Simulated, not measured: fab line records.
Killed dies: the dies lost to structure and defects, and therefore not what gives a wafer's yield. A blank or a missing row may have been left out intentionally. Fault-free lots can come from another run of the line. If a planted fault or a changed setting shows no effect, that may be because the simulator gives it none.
fab line records -- flow nand_harc -- part 2 of 2: steps 31 to 38 of 38
[record] lots = 5, wafers = 15, last_day = 23
route steps=1159 shown A_CHANNEL_FILL_D1@510 A_STAIRCASE@519
lots that met no fault: from a run of the same line without faults
start_h: the number of hours between the record's first day and the start of the first shown wafer of the lot -- wait_h: hours since the lot's step before -- " repeats the value in the row above -- L1.1+2: a single row standing in for several wafers -- - no value present, or no start provided -- * or withheld: withheld -- < > ~ a bound
route shown NAME@n: a module of which the file shows steps, and the number in the route of the first -- usual: mean and standard deviation over wafers with no fault -- same: alike in all rows -- chamber/n: place in a boat -- sites: readings site by site -- _std_site: how widely they spread, as a standard deviation -- _edge_site: outer sites' mean less inner sites' -- radius_mm: for every site, how far away it sits from the centre of the wafer -- mask NAME#n: copy n -- behind: the tool/chamber that last shaped the wafer -- hold: the reason the lot was held/the length of the hold in hours/how it ended -- device: which transistor (n, p or np) failed to switch -- end of line: at the end of the route, the tests of the same wafers -- a step without rows: its recipe alone -- killed: dies that structure and defects cost at the first sort, which is not the same as the wafer's yield -- map: dies across one wafer; x = killed, . = not, _ = none there
set.NAME: the setting that was run; set.NAME@STEP: the one run at that earlier step -- model.NAME: the simulator's own value behind a step, which no gauge read
lots at selected steps of the route; one table per step, one row per wafer
services: from which hour (start_h, from the record's first day; less than 0 if before it) a tool's chamber was out of use, for how many hours, and why
[[steps]]
[step NHARC_A_STAIRCASE_PEB_07]
[recipe] peb_temp_c = 115, peb_time_s = 130
lot.wafer,tool,chamber,start_h,wait_h
L080.2+4+5,litho_track-07,0,259.37,0.1
L084.3+4+6,litho_track-02,0,294.93,0.1
L089.1+3+5,litho_track-07,0,322.75,0.1
L092.1+4+5,litho_track-05,0,342.17,0.1
L096.1+3+6,litho_track-05,0,363.32,0.1
[step NHARC_A_STAIRCASE_DEVELOP_08]
[recipe] time_s = 140
lot.wafer,tool,chamber,start_h,wait_h
L080.2+4+5,litho_track-07,0,-,-
L084.3+4+6,litho_track-02,0,-,-
L089.1+3+5,litho_track-07,0,-,-
L092.1+4+5,litho_track-05,0,-,-
L096.1+3+6,litho_track-05,0,-,-
[step NHARC_A_STAIRCASE_HARDBAKE_10]
[recipe] temp_c = 120, time_s = 140
lot.wafer,tool,chamber,start_h,wait_h
L080.2+4+5,litho_track-05,0,259.59,-
L084.3+4+6,litho_track-05,0,295.16,-
L089.1+3+5,litho_track-02,0,322.97,-
L092.1+4+5,litho_track-07,0,342.39,-
L096.1+3+6,litho_track-02,0,363.55,-
[step NHARC_A_STAIRCASE_DESCUM_11]
[recipe] time_s = 3, o2_flow_sccm = 200, ar_flow_sccm = 0, bias_power_w = 0, chemistry = O2
[usual] drypump_motor_current_A = 6.0/0.39, oes_product_au = 0.999/0.0091, rf_vpp_V = 57.6/0.95, showerhead_plenum_p_Torr = 1.87/0.072, throttle_valve_pct = 11.311/0.0097
[same] bias_power_w = 0
lot.wafer,tool,chamber,start_h,wait_h,drypump_motor_current_A,oes_product_au,rf_hours_counter_h,rf_vpp_V,showerhead_plenum_p_Torr,throttle_valve_pct
L080.2,rie_diel-12,2,259.67,-,6.3,0.992,17,59.1,1.99,11.312
L080.4,rie_diel-12,3,259.67,-,6.5,1.001,20,58.0,2.00,11.300
L080.5,rie_diel-12,2,259.67,-,6.3,0.997,-,57.9,1.99,11.306
L084.3,rie_diel-12,1,295.25,-,5.9,0.990,32,57.8,1.81,11.304
L084.4,rie_diel-12,2,295.25,-,6.3,1.008,30,58.3,1.99,11.317
L084.6,rie_diel-12,1,295.25,-,5.9,0.991,-,58.4,1.82,11.318
L089.3,rie_diel-12,2,323.06,-,6.3,1.000,43,57.4,1.98,11.320
L089.1,rie_diel-12,3,323.06,-,6.5,1.001,49,58.0,1.99,11.318
L089.5,rie_diel-12,3,323.06,-,6.5,0.996,-,57.5,1.99,11.312
L092.4,rie_diel-12,1,342.49,-,5.9,0.982,53,55.1,1.81,11.291
L092.1,rie_diel-12,3,342.49,-,6.5,0.999,58,57.2,1.99,11.325
L092.5,rie_diel-12,2,342.49,-,6.3,1.003,-,58.1,1.98,11.306
L096.1,rie_diel-08,3,363.66,-,5.6,0.994,18,57.2,1.85,11.304
L096.3,rie_diel-08,0,363.66,-,6.2,0.990,17,56.7,1.79,11.318
L096.6,rie_diel-08,2,363.66,-,6.4,0.997,-,58.6,1.94,11.316
[step NHARC_A_STAIRCASE_TRIM_12]
[recipe] time_s = 211.2, o2_flow_sccm = 500, ar_flow_sccm = 0, bias_w = 0, chemistry = O2
[usual] drypump_motor_current_A = 6.0/0.39, oes_product_au = 0.998/0.0099, rf_vpp_V = 57.4/0.88, showerhead_plenum_p_Torr = 3.47/0.13, throttle_valve_pct = 17.036/0.0089
lot.wafer,tool,chamber,start_h,wait_h,drypump_motor_current_A,oes_product_au,rf_hours_counter_h,rf_vpp_V,showerhead_plenum_p_Torr,throttle_valve_pct
L080.2,rie_diel-12,3,259.81,0.1,6.5,1.005,20,58.3,3.68,17.023
L080.4,rie_diel-12,1,259.81,0.1,5.9,0.985,19,56.9,3.37,17.036
L080.5,rie_diel-12,0,259.81,0.1,5.7,1.000,-,55.9,3.46,17.040
L084.3,rie_diel-12,2,295.41,0.1,6.3,1.001,30,56.2,3.65,17.013
L084.4,rie_diel-12,3,295.41,0.1,6.5,1.005,36,55.6,3.67,17.036
L084.6,rie_diel-12,0,295.41,0.1,5.7,0.999,-,56.9,3.45,17.044
L089.3,rie_diel-12,3,323.16,0.1,6.5,0.985,49,58.4,3.66,17.053
L089.1,rie_diel-12,2,323.16,0.1,6.3,1.004,43,57.4,3.64,17.024
L089.5,rie_diel-12,3,323.16,0.1,6.5,1.001,-,58.5,3.66,17.046
L092.1,rie_diel-12,2,342.58,0.1,6.3,1.006,53,59.5,3.64,17.049
L092.4,rie_diel-12,1,342.58,0.1,5.9,0.997,53,58.2,3.35,17.027
L092.5,rie_diel-12,2,342.58,0.1,6.3,1.004,-,57.5,3.64,17.029
L096.1,rie_diel-08,3,363.74,0.1,5.6,0.984,18,57.3,3.42,17.039
L096.3,rie_diel-08,0,363.74,0.1,6.3,0.988,17,58.2,3.32,17.045
L096.6,rie_diel-08,2,363.74,0.1,6.4,0.994,-,59.6,3.57,17.026
[step NHARC_A_STAIRCASE_ETCH_13]
[recipe] target_depth_a = 1000, time_s = 40.5, ion_energy_ev = 400, c4f8_flow_sccm = 20, o2_flow_sccm = 10, ar_flow_sccm = withheld, rf_w = 600, bias_w = 1000, chemistry = C4F8/O2
[usual] oes_product_au = 0.936/0.012, rf_vpp_V = 893/4.5
lot.wafer,tool,chamber,start_h,wait_h,oes_product_au,rf_hours_counter_h,rf_vpp_V
L080.4,rie_diel-12,3,-,-,0.928,20,901
L080.2,rie_diel-12,0,-,-,0.923,20,895
L080.5,rie_diel-12,3,-,-,0.923,-,901
L084.3,rie_diel-12,2,-,-,0.935,30,901
L084.4,rie_diel-12,3,-,-,0.939,36,901
L084.6,rie_diel-12,1,-,-,0.919,-,890
L089.1,rie_diel-12,2,-,-,0.942,44,901
L089.3,rie_diel-12,1,-,-,0.933,44,890
L089.5,rie_diel-12,3,-,-,0.918,-,901
L092.1,rie_diel-12,2,-,-,0.939,53,901
L092.4,rie_diel-12,0,-,-,0.932,41,892
L092.5,rie_diel-12,1,-,-,0.942,-,890
L096.3,rie_diel-08,3,-,-,0.934,18,893
L096.1,rie_diel-08,2,-,-,0.931,17,897
L096.6,rie_diel-08,0,-,-,0.953,-,888
[step NHARC_A_STAIRCASE_TRIM_14]
[recipe] time_s = 211.2, o2_flow_sccm = 500, ar_flow_sccm = 0, bias_w = 0, chemistry = O2
[usual] drypump_motor_current_A = 6.0/0.39, oes_product_au = 0.997/0.0096, rf_vpp_V = 57.7/0.85, showerhead_plenum_p_Torr = 3.47/0.12, throttle_valve_pct = 17.037/0.0093
lot.wafer,tool,chamber,start_h,wait_h,drypump_motor_current_A,oes_product_au,rf_hours_counter_h,rf_vpp_V,showerhead_plenum_p_Torr,throttle_valve_pct
L080.2,rie_diel-12,3,-,-,6.5,0.999,20,58.2,3.68,17.039
L080.4,rie_diel-12,0,-,-,5.6,0.990,20,57.0,3.46,17.026
L080.5,rie_diel-12,1,-,-,5.9,0.988,-,56.9,3.37,17.037
L084.4,rie_diel-12,0,-,-,5.7,0.998,36,55.3,3.45,17.021
L084.3,rie_diel-12,1,-,-,5.9,0.984,32,56.1,3.36,17.030
L084.6,rie_diel-12,0,-,-,5.7,0.996,-,56.8,3.45,17.036
L089.3,rie_diel-12,3,-,-,6.5,0.998,50,58.5,3.66,17.038
L089.1,rie_diel-12,1,-,-,5.9,0.999,44,56.8,3.35,17.053
L089.5,rie_diel-12,2,-,-,6.3,1.002,-,58.5,3.65,17.033
L092.4,rie_diel-12,0,-,-,5.6,1.001,41,57.7,3.45,17.026
L092.1,rie_diel-12,2,-,-,6.3,1.002,53,58.9,3.64,17.044
L092.5,rie_diel-12,0,-,-,5.6,1.010,-,56.4,3.45,17.024
L096.3,rie_diel-08,3,-,-,5.5,1.000,18,56.7,3.42,17.042
L096.1,rie_diel-08,0,-,-,6.3,0.997,17,57.3,3.32,17.049
L096.6,rie_diel-08,2,-,-,6.5,0.996,-,58.8,3.57,17.033
[step NHARC_A_STAIRCASE_ETCH_15]
[recipe] target_depth_a = 1000, time_s = 40.5, ion_energy_ev = 400, c4f8_flow_sccm = 20, o2_flow_sccm = 10, ar_flow_sccm = withheld, rf_w = 600, bias_w = 1000, chemistry = C4F8/O2
[usual] oes_product_au = 0.938/0.0099, rf_vpp_V = 893/4.6
lot.wafer,tool,chamber,start_h,wait_h,oes_product_au,rf_hours_counter_h,rf_vpp_V
L080.2,rie_diel-12,1,-,-,0.930,20,889
L080.4,rie_diel-12,2,-,-,0.930,18,902
L080.5,rie_diel-12,0,-,-,0.930,-,893
L084.3,rie_diel-12,3,-,-,0.932,36,900
L084.4,rie_diel-12,0,-,-,0.939,36,893
L084.6,rie_diel-12,2,-,-,0.945,-,901
L089.3,rie_diel-12,1,-,-,0.926,45,891
L089.1,rie_diel-12,2,-,-,0.935,44,901
L089.5,rie_diel-12,3,-,-,0.920,-,903
L092.1,rie_diel-12,0,-,-,0.932,41,892
L092.4,rie_diel-12,1,-,-,0.934,53,889
L092.5,rie_diel-12,3,-,-,0.935,-,902
L096.1,rie_diel-08,3,-,-,0.935,18,890
L096.3,rie_diel-08,0,-,-,0.945,17,887
L096.6,rie_diel-08,2,-,-,0.928,-,897
[[services]]
tool,chamber,start_h,hours,kind
rie_diel-12,2,227.10,3.9,repair
cmp-03,-,230.66,1.6,repair
litho_track-05,-,237.00,7.0,pm
pecvd-01,-,237.00,13.0,pm
pecvd-04,1,250.71,32.5,repair
cmp-01,-,251.96,0.5,repair
cmp-03,-,254.09,4.0,pm
cmp-01,-,254.54,2.0,repair
krf_scanner-01,-,256.00,4.0,pm
cmp-03,-,261.23,0.8,repair
wet_bench-03,-,261.66,1.0,repair
plasma_asher-01,-,276.12,9.0,pm
cmp-01,-,277.61,4.0,pm
cmp-01,-,291.47,0.8,repair
rie_diel-08,-,301.95,9.0,pm
wet_bench-06,-,305.60,8.0,pm
plasma_asher-01,-,321.28,6.1,repair
wet_bench-03,-,322.40,8.0,pm
wet_bench-04,-,339.20,8.0,pm
krf_scanner-03,-,340.00,4.0,pm
litho_track-02,-,340.00,7.0,pm
pecvd-01,-,349.08,2.5,repair
wet_bench-02,-,356.00,8.0,pm
litho_track-07,-,364.00,7.0,pm
